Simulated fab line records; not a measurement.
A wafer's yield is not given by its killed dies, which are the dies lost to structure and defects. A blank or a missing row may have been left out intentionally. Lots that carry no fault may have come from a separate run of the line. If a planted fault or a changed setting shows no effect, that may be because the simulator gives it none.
Matching of chambers / flow n5_finfet / 4 sister chambers for N5_BEOL_M0_SAQP_MANDREL_ETCH_103 on rie_si-02
The step etches a-Si in HBr/Cl2, stops on SiCN, target depth 45 nm, bt time 10 s, time 27 s. 16 wafers are shown with their chamber, then 8 later ones without.

== WAFERS PAIRED WITH THEIR CHAMBERS ==
wafer=L081.1; chamber=3; throttle_valve_pct (%)=35.31; drypump_motor_current_A (A)=5.5; oes_product_au (a.u.)=0.681
wafer=L081.2; chamber=2; throttle_valve_pct (%)=35.71; drypump_motor_current_A (A)=5.6; oes_product_au (a.u.)=0.667
wafer=L081.3; chamber=0; throttle_valve_pct (%)=35.27; drypump_motor_current_A (A)=5.7; oes_product_au (a.u.)=0.669
wafer=L081.4; chamber=1; throttle_valve_pct (%)=34.83; drypump_motor_current_A (A)=6.2; oes_product_au (a.u.)=0.688
wafer=L081.5; chamber=0; throttle_valve_pct (%)=35.27; drypump_motor_current_A (A)=5.7; oes_product_au (a.u.)=0.663
wafer=L081.6; chamber=1; throttle_valve_pct (%)=34.85; drypump_motor_current_A (A)=6.2; oes_product_au (a.u.)=0.694
wafer=L085.4; chamber=2; throttle_valve_pct (%)=35.69; drypump_motor_current_A (A)=5.6; oes_product_au (a.u.)=0.667
wafer=L085.5; chamber=3; throttle_valve_pct (%)=35.27; drypump_motor_current_A (A)=5.4; oes_product_au (a.u.)=0.702
wafer=L085.6; chamber=1; throttle_valve_pct (%)=34.84; drypump_motor_current_A (A)=6.2; oes_product_au (a.u.)=0.690
wafer=L087.3; chamber=3; throttle_valve_pct (%)=35.31; drypump_motor_current_A (A)=5.5; oes_product_au (a.u.)=0.685
wafer=L087.5; chamber=2; throttle_valve_pct (%)=35.71; drypump_motor_current_A (A)=5.5; oes_product_au (a.u.)=0.664
wafer=L087.6; chamber=1; throttle_valve_pct (%)=34.84; drypump_motor_current_A (A)=6.2; oes_product_au (a.u.)=0.688
wafer=L088.2; chamber=1; throttle_valve_pct (%)=34.85; drypump_motor_current_A (A)=6.2; oes_product_au (a.u.)=0.679
wafer=L088.3; chamber=3; throttle_valve_pct (%)=35.29; drypump_motor_current_A (A)=5.4; oes_product_au (a.u.)=0.692
wafer=L088.6; chamber=0; throttle_valve_pct (%)=35.26; drypump_motor_current_A (A)=5.7; oes_product_au (a.u.)=0.663
wafer=L090.1; chamber=3; throttle_valve_pct (%)=35.32; drypump_motor_current_A (A)=5.4; oes_product_au (a.u.)=0.670

SIGNATURES (means of the wafers above)
reading=throttle_valve_pct; chamber 0=35.2667; chamber 1=34.8420; chamber 2=35.7033; chamber 3=35.3000; scatter within a chamber=0.0136
reading=drypump_motor_current_A; chamber 0=5.700; chamber 1=6.200; chamber 2=5.567; chamber 3=5.440; scatter within a chamber=0.0394
reading=oes_product_au; chamber 0=0.66500; chamber 1=0.68780; chamber 2=0.66600; chamber 3=0.68600; scatter within a chamber=0.00777
Rule: a wafer's distance from a chamber is the root of the sum, over the readings, of the square of ((its reading less the chamber's mean) divided by the reading's scatter). The wafer belongs to the nearest chamber; if the next one is less than 2 further off, it can't be placed. How the scatter is found: for the shown wafers, subtract from each reading the mean of its chamber, square and add these, divide the total by (wafers less chambers), then take the root.

== WAFERS WHOSE CHAMBER IS MISSING ==
wafer=L090.3; throttle_valve_pct (%)=35.71; drypump_motor_current_A (A)=5.5; oes_product_au (a.u.)=0.664
wafer=L090.4; throttle_valve_pct (%)=34.86; drypump_motor_current_A (A)=6.2; oes_product_au (a.u.)=0.687
wafer=L094.1; throttle_valve_pct (%)=35.72; drypump_motor_current_A (A)=5.5; oes_product_au (a.u.)=0.658
wafer=L094.2; throttle_valve_pct (%)=34.86; drypump_motor_current_A (A)=6.2; oes_product_au (a.u.)=0.684
wafer=L094.4; throttle_valve_pct (%)=35.30; drypump_motor_current_A (A)=5.4; oes_product_au (a.u.)=0.681
wafer=L095.2; throttle_valve_pct (%)=35.29; drypump_motor_current_A (A)=5.4; oes_product_au (a.u.)=0.688
wafer=L095.4; throttle_valve_pct (%)=35.69; drypump_motor_current_A (A)=5.6; oes_product_au (a.u.)=0.664
wafer=L095.6; throttle_valve_pct (%)=35.26; drypump_motor_current_A (A)=5.7; oes_product_au (a.u.)=0.670

== CHAMBER TAKEN BY EACH ==
wafer=L090.3; from the rows above=2; in truth=2
wafer=L090.4; from the rows above=1; in truth=1
wafer=L094.1; from the rows above=2; in truth=2
wafer=L094.2; from the rows above=1; in truth=1
wafer=L094.4; from the rows above=3; in truth=3
wafer=L095.2; from the rows above=3; in truth=3
wafer=L095.4; from the rows above=2; in truth=2
wafer=L095.6; from the rows above=0; in truth=0
Placed correctly: 8 of 8. From these rows, 0 cannot be placed. Placed wrongly: 0.
